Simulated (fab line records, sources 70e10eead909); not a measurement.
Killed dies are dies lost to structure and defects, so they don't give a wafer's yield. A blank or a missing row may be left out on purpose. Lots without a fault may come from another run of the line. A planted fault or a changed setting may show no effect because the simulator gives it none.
Chamber matching | flow nand_harc | NHARC_A_ONON_D2_DEP_33 on pecvd-01: 3 sister chambers
The step deposits SiO2, target thk 200 nm. 6 wafers are shown with their chamber, then 7 later ones without.

WAFERS WITH THEIR CHAMBER
wafer  | chamber | heater_power_w (W) | throttle_valve_pct (%)
L081.4 | 0       | 755                | 16.4
L088.4 | 0       | 650                | 16.6
L088.5 | 2       | 455                | 16.7
L088.6 | 1       | 601                | 16.2
L089.4 | 2       | 521                | 16.3
L089.5 | 1       | 725                | 15.9

WAFERS WITHOUT THEIR CHAMBER
wafer  | heater_power_w (W) | throttle_valve_pct (%)
L089.6 | 698                | 16.9
L093.1 | 388                | 16.7
L093.5 | 676                | 16.6
L093.6 | 425                | 16.6
L097.2 | 684                | 16.2
L097.3 | 761                | 15.9
L097.5 | 734                | 15.7

WHICH CHAMBER EACH WENT THROUGH
wafer  | from the rows above     | in truth
L089.6 | can't be placed: 0 or 2 | 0
L093.1 | 2                       | 2
L093.5 | can't be placed: 0 or 1 | 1
L093.6 | 2                       | 2
L097.2 | can't be placed: 1 or 0 | 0
L097.3 | can't be placed: 1 or 0 | 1
L097.5 | can't be placed: 1 or 0 | 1
Placed correctly: 2 of 7. Can't be placed from these rows: 5 (the true chamber is among the candidates in 5). Placed wrongly: 0.
How it was worked out, from the rows above alone: a wafer's distance from a chamber is the root of the sum, over the readings, of the square of ((its reading less the chamber's mean) divided by the reading's scatter). The wafer belongs to the nearest chamber; if the next one is less than 2 further off, it can't be placed. A chamber's mean is the mean of its shown wafers. The scatter: the root of (the sum of the squares of (reading less its chamber's mean) over the shown wafers, divided by (wafers less chambers)).
